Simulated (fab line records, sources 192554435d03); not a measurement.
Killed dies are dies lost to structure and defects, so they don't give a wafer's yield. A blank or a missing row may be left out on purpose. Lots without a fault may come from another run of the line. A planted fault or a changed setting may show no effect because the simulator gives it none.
Which tool did it? | flow n5_finfet | 9 lots, 24 wafers sampled, at 7 steps of a route of 1938

WHAT THE GAUGES READ, wafer by wafer
N5_BEOL_M4_RC_MEAS_101. Usual: DIBL_N 36.9 mV/V, standard deviation 1.7; DIBL_P 37.3 mV/V, standard deviation 2.3; IOFF_N 0.16 nA/um, standard deviation 0.033; IOFF_P 0.22 nA/um, standard deviation 0.04; ION_N 673 uA/um, standard deviation 12; ION_P 463 uA/um, standard deviation 8; SS_N 71.6 mV/dec, standard deviation 0.58; SS_P 73.4 mV/dec, standard deviation 0.74; VT_N 250 mV, standard deviation 3.2; VT_P -250 mV, standard deviation 3.4.
lot  | measured     | on        | DIBL_N (mV/V)  | DIBL_P (mV/V)  | IOFF_N (nA/um) | IOFF_P (nA/um) | ION_N (uA/um) | ION_P (uA/um) | SS_N (mV/dec)  | SS_P (mV/dec)  | VT_N (mV)   | VT_P (mV)      | flag
L867 | day 8 18:08  | prober-02 | 37.3 36.1 36.7 | 38.3 37.8 38.3 | 0.18 0.16 0.18 | 0.23 0.22 0.24 | 676 668 684   | 460 464 475   | 72.1 71.6 72.0 | 73.7 72.9 72.8 | 249 252 247 | -249 -250 -249 |
L868 | day 9 02:05  | prober-01 | 38.5 35.9 35.7 | 38.0 34.2 33.9 | 0.19 0.13 0.14 | 0.23 0.18 0.17 | 677 656 658   | 456 452 446   | 72.2 71.5 71.7 | 73.7 72.1 72.0 | 247 252 253 | -252 -255 -257 |
L871 | day 10 02:21 | prober-01 | 40.5 37.7 36.3 | 41.6 37.0 35.5 | 0.24 0.17 0.14 | 0.30 0.21 0.19 | 687 668 661   | 473 462 454   | 72.5 71.4 71.3 | 74.3 73.4 72.9 | 245 249 251 | -245 -250 -251 |
L875 | day 11 02:36 | prober-01 | 38.1 36.4      | 37.6 37.6      | 0.16 0.15      | 0.21 0.22      | 661 681       | 458 473       | 71.7 71.1      | 73.0 73.7      | 249 250     | -251 -247      |
L877 | day 11 14:43 | prober-01 | 38.3 38.3      | 38.1 37.8      | 0.19 0.18      | 0.25 0.24      | 689 686       | 469 465       | 71.6 72.5      | 73.7 73.2      | 245 245     | -248 -248      |
L878 | day 11 14:55 | prober-02 | 38.1 38.0 36.9 | 37.7 36.8 36.9 | 0.17 0.17 0.17 | 0.26 0.22 0.24 | 676 674 699   | 469 462 477   | 71.7 71.7 71.6 | 73.6 73.1 73.4 | 250 248 249 | -247 -252 -249 |
L879 | day 11 21:56 | prober-01 | 35.4 35.7 35.7 | 36.1 36.8 36.9 | 0.14 0.13 0.13 | 0.18 0.19 0.20 | 682 650 669   | 468 452 462   | 71.1 71.7 71.7 | 73.3 73.2 73.1 | 252 255 251 | -256 -253 -252 |
L883 | day 13 03:25 | prober-01 | 38.5 38.1      | 37.8 37.8      | 0.17 0.17      | 0.23 0.23      | 697 670       | 476 462       | 71.4 71.7      | 73.7 72.7      | 248 251     | -249 -250      |
L886 | day 13 19:45 | prober-02 | 38.6 39.3 37.7 | 39.3 39.4 38.0 | 0.18 0.18 0.14 | 0.24 0.23 0.21 | 673 669 661   | 459 459 453   | 71.7 72.6 72.0 | 73.9 74.4 73.8 | 252 251 255 | -252 -253 -255 |

N5_BEOL_M14_THK_MEAS_50: measures by xrf. Usual: M14_THK 559 nm, standard deviation 12.
lot  | measured     | on            | M14_THK (nm) | flag
L867 | day 12 11:21 | film_metro-02 | 561 571 542  |
L868 | day 12 11:28 | film_metro-02 | 561 531 561  |
L871 | day 13 14:59 | film_metro-01 | 564 558 545  |
L875 | day 14 15:41 | film_metro-02 | 537 1058     | OFF
L877 | day 15 11:55 | film_metro-02 | 541 1047     | OFF
L878 | day 15 03:01 | film_metro-02 | 550 557 564  |
L879 | day 15 11:29 | film_metro-02 | 566 552 1016 | OFF
L883 | day 16 11:53 | film_metro-02 | 549 562      |
L886 | day 17 11:49 | film_metro-01 | 564 560 561  |

N5_BEOL_M14_INSPECT_55: inspects for defects (darkfield). Usual: raw_defect_count 74, standard deviation 24.
lot  | measured     | on                | raw_defect_count | flag
L867 | day 12 11:30 | defect_inspect-01 | 101 94 65        |
L868 | day 12 11:38 | defect_inspect-02 | 41 61 28         |
L871 | day 13 15:08 | defect_inspect-01 | 68 47 80         |
L875 | day 14 15:50 | defect_inspect-01 | 87 6464          | OFF
L877 | day 15 12:06 | defect_inspect-01 | 34 6580          | OFF
L878 | day 15 03:10 | defect_inspect-02 | 82 69 76         |
L879 | day 15 11:38 | defect_inspect-01 | 72 68 6579       | OFF
L883 | day 16 12:02 | defect_inspect-01 | 111 108          |
L886 | day 17 11:58 | defect_inspect-01 | 57 60 90         |

WHICH TOOL RAN EACH LOT (tool, then ch and the chambers of the sampled wafers, then the start)
lot  | N5_BEOL_M14_STRIP_37               | N5_BEOL_M14_SPUTTER_43       | N5_BEOL_M14_ANNEAL_48            | N5_BEOL_M14_CMP_49
L867 | rie_diel-01 ch 0,1,3, day 12 08:54 | pvd_sputter-03, day 12 09:43 | rtp_anneal-01 ch 0, day 12 10:46 | cmp-01 ch 0,1,2, day 12 11:03
L868 | rie_diel-01 ch 2,3, day 12 09:36   | pvd_sputter-01, day 12 10:05 | rtp_anneal-02 ch 0, day 12 10:53 | cmp-02 ch 0,1, day 12 11:11
L871 | rie_diel-02 ch 0,1,2, day 13 12:47 | pvd_sputter-03, day 13 13:28 | rtp_anneal-02 ch 0, day 13 14:25 | cmp-01 ch 0,1,3, day 13 14:44
L875 | rie_diel-01 ch 0,2, day 14 13:23   | pvd_sputter-03, day 14 14:07 | rtp_anneal-01 ch 0, day 14 15:11 | cmp-01 ch 0,3, day 14 15:28
L877 | rie_diel-02 ch 1,2, day 15 08:19   | pvd_sputter-02, day 15 10:50 | rtp_anneal-02 ch 0, day 15 11:21 | cmp-01 ch 1, day 15 11:37
L878 | rie_diel-06 ch 0,1,2, day 15 01:25 | pvd_sputter-01, day 15 01:57 | rtp_anneal-01 ch 0, day 15 02:25 | cmp-03 ch 1,2,3, day 15 02:47
L879 | rie_diel-01 ch 0,2, day 15 08:16   | pvd_sputter-02, day 15 10:25 | rtp_anneal-02 ch 0, day 15 10:53 | cmp-01 ch 0,1,3, day 15 11:16
L883 | rie_diel-06 ch 0,3, day 16 10:16   | pvd_sputter-02, day 16 10:52 | rtp_anneal-01 ch 0, day 16 11:28 | cmp-02 ch 1,2, day 16 11:44
L886 | rie_diel-02 ch 2,3, day 17 09:19   | pvd_sputter-02, day 17 10:45 | rtp_anneal-01 ch 0, day 17 11:19 | cmp-03 ch 0,2, day 17 11:31
- N5_BEOL_M14_STRIP_37: strips in O2.
- N5_BEOL_M14_SPUTTER_43: material TaN, target thk 15 nm, time 24.19 s.
- N5_BEOL_M14_ANNEAL_48: time 90 s.
- N5_BEOL_M14_CMP_49: polishes, stops on SiO2, t overpolish 5.2 s, target thk 560 nm.

WHAT THE TOOLS THEMSELVES READ (means of the sampled wafers that have a number; where no wafer has one, the mark that the record gives instead)
N5_BEOL_M14_STRIP_37. Usual: drypump_motor_current_A 5.9 A, standard deviation 0.37; oes_product_au 0.83 a.u., standard deviation 0.067; rf_vpp_V 3.7 V, standard deviation 1; showerhead_plenum_p_Torr 2.12 Torr, standard deviation 0.068; throttle_valve_pct 16.69 %, standard deviation 0.2.
lot  | tool        | drypump_motor_current_A (A) | oes_product_au (a.u.) | rf_vpp_V (V) | showerhead_plenum_p_Torr (Torr) | throttle_valve_pct (%) | flag
L867 | rie_diel-01 | 5.8                         | 0.84                  | 3.4          | 2.17                            | 16.70                  |
L868 | rie_diel-01 | 5.5                         | 0.89                  | 3.4          | 2.21                            | 16.75                  |
L871 | rie_diel-02 | 5.9                         | 0.78                  | 3.3          | 2.13                            | 16.70                  |
L875 | rie_diel-01 | 6.0                         | 0.86                  | 3.2          | 2.18                            | 16.59                  |
L877 | rie_diel-02 | 5.8                         | 0.90                  | 4.5          | 2.13                            | 16.62                  |
L878 | rie_diel-06 | 6.1                         | 0.82                  | 2.3          | 2.07                            | 16.80                  |
L879 | rie_diel-01 | 6.0                         | 0.84                  | 2.9          | 2.19                            | 16.65                  |
L883 | rie_diel-06 | 5.8                         | 0.88                  | 3.4          | 2.04                            | 16.74                  |
L886 | rie_diel-02 | 6.0                         | 0.79                  | 4.0          | 2.12                            | 16.45                  |

N5_BEOL_M14_SPUTTER_43. Usual: throttle_valve_pct 29.5 %, standard deviation 0.92.
lot  | tool           | throttle_valve_pct (%) | flag
L867 | pvd_sputter-03 | 29.5                   |
L868 | pvd_sputter-01 | 30.2                   |
L871 | pvd_sputter-03 | 30.0                   |
L875 | pvd_sputter-03 | 29.8                   |
L877 | pvd_sputter-02 | 29.2                   |
L878 | pvd_sputter-01 | 30.1                   |
L879 | pvd_sputter-02 | 29.1                   |
L883 | pvd_sputter-02 | 28.6                   |
L886 | pvd_sputter-02 | 28.9                   |

N5_BEOL_M14_ANNEAL_48. Usual: wafer_temp_C_max 225.60, standard deviation 0.24.
lot  | tool          | wafer_temp_C_max | flag
L867 | rtp_anneal-01 | 225.39           |
L868 | rtp_anneal-02 | 225.76           |
L871 | rtp_anneal-02 | 226.00           |
L875 | rtp_anneal-01 | 225.66           |
L877 | rtp_anneal-02 | 225.69           |
L878 | rtp_anneal-01 | 225.55           |
L879 | rtp_anneal-02 | 225.76           |
L883 | rtp_anneal-01 | 225.48           |
L886 | rtp_anneal-01 | 225.53           |

N5_BEOL_M14_CMP_49. Usual: barrier_field_endpoint_s 11.40 s, standard deviation 0.28; motor_current_A 8.0 A, standard deviation 0.69; overpolish_run_s 5.201 s, standard deviation 0.0083; slurry_flow_ml_min 150.0, standard deviation 0.44; time_to_endpoint_s 122 s, standard deviation 4.2.
lot  | tool   | barrier_field_endpoint_s (s) | motor_current_A (A) | overpolish_run_s (s) | slurry_flow_ml_min | time_to_endpoint_s (s) | flag
L867 | cmp-01 | 12.00                        | 7.7                 | 5.194                | 149.7              | 128                    |
L868 | cmp-02 | 11.35                        | 8.8                 | 5.195                | 150.2              | 121                    |
L871 | cmp-01 | 11.71                        | 8.0                 | 5.198                | 150.7              | 126                    |
L875 | cmp-01 | 17.45                        | 7.5                 | 3.854                | 150.1              | 140                    | OFF
L877 | cmp-01 | 16.79                        | 8.1                 | 4.460                | 149.6              | 140                    | OFF
L878 | cmp-03 | 11.42                        | 8.7                 | 5.198                | 149.7              | 119                    |
L879 | cmp-01 | 15.39                        | 7.9                 | 4.498                | 150.2              | 134                    | OFF
L883 | cmp-02 | 11.45                        | 7.9                 | 5.200                | 150.2              | 120                    |
L886 | cmp-03 | 11.38                        | 9.1                 | 5.194                | 149.9              | 119                    |

THE ANSWER, worked out from the rows above alone
Rule: a lot is off if the mean of its wafers that have a number lies more than 3 standard deviations from the usual mean. A lot without any number at a reading at which 4 lots or more have one is off too. The other lots that the step has rows for count as sound. The gauges are gone through in route order, then the tools' own readings, and for those a lot's mean is taken as printed above. The first step at which some lot is off is used, and at that step the reading that is off furthest; a lot without a number counts as furthest.
Off: L875, L877, L879, at N5_BEOL_M14_THK_MEAS_50 (M14_THK).
A tool fits if, at a process step before that reading, it ran every lot that is off, and no sound lot after the first of them. The gauges at N5_BEOL_M14_THK_MEAS_50 aren't tried: what is off there is off at N5_BEOL_M14_INSPECT_55 too, on other tools, and a gauge's error can't cause that. One fits: cmp-01 at N5_BEOL_M14_CMP_49. Its last sound lot is L871 (day 13 14:44), its first lot that is off L875 (day 14 15:28): a fault that began between those two fits.
The tool's own readings at N5_BEOL_M14_CMP_49 bear it out: on the lots that are off they differ by more than 5 times the standard deviation of the sound lots' means. barrier_field_endpoint_s reads 16.54 s there against 11.55 s on the sound lots; overpolish_run_s reads 4.271 s there against 5.197 s on the sound lots.

WHAT THE SIMULATOR HAD PUT IN
Process parameter drift: cmp-01, from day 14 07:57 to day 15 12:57, at N5_BEOL_M14_CMP_49. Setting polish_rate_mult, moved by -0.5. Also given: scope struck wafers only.
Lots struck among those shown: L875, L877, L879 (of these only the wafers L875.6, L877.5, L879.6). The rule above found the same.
